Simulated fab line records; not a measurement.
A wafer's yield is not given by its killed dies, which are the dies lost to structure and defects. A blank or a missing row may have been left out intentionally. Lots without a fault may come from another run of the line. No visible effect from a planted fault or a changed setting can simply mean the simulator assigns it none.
Split-lot trial -- flow n5Finfet -- on a route of 1938 steps: 7 lots, 21 wafers read

== ABOUT THE SPLIT ==
At N5_BEOL_M13_DEP_53 (deposits SiCN from 3MS/NH3, target thk 50 nm, time 17.8 s), the setting timeS was moved away from the recipe's 17.8 s on 10 of the 21 wafers read, by -11.4% to +10.6%. The other wafers ran this setting at the recipe's value.

The split's own step is where the reading is taken.

== THE READING ==
SiCN_of_BEOL_M13_DEP_53.thkNm (the simulator's own value, which no gauge read), in nm, at N5_BEOL_M13_DEP_53 (deposits SiCN from 3MS/NH3, target thk 50 nm, time 17.8 s). The file gives no usual value for it. Average 50.0 nm, standard deviation 0.6 nm, over the 11 wafers here run with the recipe.

wafer,"tool, chamber at the split","timeS as run, s",against the recipe,"SiCN_of_BEOL_M13_DEP_53.thkNm, nm",against lot-mates on the recipe
L074.2,"pecvd-04, 2",16.93,-4.9%,48.6,-2.4
L074.3,"pecvd-04, 1",16.93,-4.9%,48.2,-2.8
L074.4,"pecvd-04, 2",17.8,recipe,51,-
L078.2,"pecvd-02, 0,1",15.77,-11.4%,43.8,-6.2
L078.3,"pecvd-02, 0,1",15.77,-11.4%,43.8,-6.2
L078.5,"pecvd-02, 1",17.8,recipe,50,-
L081.1,"pecvd-03, 2",16.74,-6.0%,47,-2.5
L081.3,"pecvd-03, 0",17.8,recipe,49.2,-
L081.4,"pecvd-03, 1",17.8,recipe,49.8,-
L084.1,"pecvd-02, 1",17.03,-4.3%,47.4,-2.4
L084.2,"pecvd-02, 0,1",17.8,recipe,49.8,-
L084.6,"pecvd-02, 0,1",17.8,recipe,49.8,-
L089.2,"pecvd-02, 2",19.68,+10.6%,54.2,+3.8
L089.4,"pecvd-02, 2",17.8,recipe,50.4,-
L089.6,"pecvd-02, 0",19.68,+10.6%,56.2,+5.8
L091.2,"pecvd-04, 2",16.85,-5.3%,47.6,-2.6
L091.3,"pecvd-04, 0",17.8,recipe,50.2,-
L091.5,"pecvd-04, 1",16.85,-5.3%,48.2,-2.0
L097.1,"pecvd-02, 0",17.8,recipe,49,-
L097.4,"pecvd-02, 0",17.8,recipe,50,-
L097.5,"pecvd-02, 2",17.8,recipe,51,-
When a row names more than one chamber, that row covers several wafers, and the file does not tell which wafer ran in which chamber.

FIT RESULTS
A straight line over all 21 wafers: SiCN_of_BEOL_M13_DEP_53.thkNm changes by +0.499 nm for each +1% of timeS; r = +0.97; the points scatter about the line by 0.68 nm.
The same after taking each lot's own level away (the mean of its wafers on the recipe; 21 wafers): +0.492 nm for each +1%; r = +0.98; scatter 0.56 nm.
On that fit, the largest move of timeS shifts the reading by 5.6 nm.
The lots' own levels span 49.50 to 51.00 nm, that is 2.5 times the standard deviation above.
Hence the lot-to-lot level has little effect on the slope; both slopes agree.
Check: with one of the wafers moved furthest among these (-11.4%) left out of the fit, the line predicts -5.54 nm for it against its lot-mates. Against them it came out at -6.2 nm.

== OTHER SPLITS APPLIED TO THESE WAFERS ==
Note: prior to the reading, these wafers also went through further splits. Each is held against what the fit with the lots' levels taken away leaves over:
other split on the same wafers,wafers away from the commonest value,r with SiCN_of_BEOL_M13_DEP_53.thkNm (lot level and that fit taken away)
N5_BEOL_M13_EXPOSE_25 doseMj,8,+0.03

== THE FILE'S OWN FIT ==
SiCN_of_BEOL_M13_DEP_53.thkNm changes by +0.493 nm for each +1% of timeS, r = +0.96.
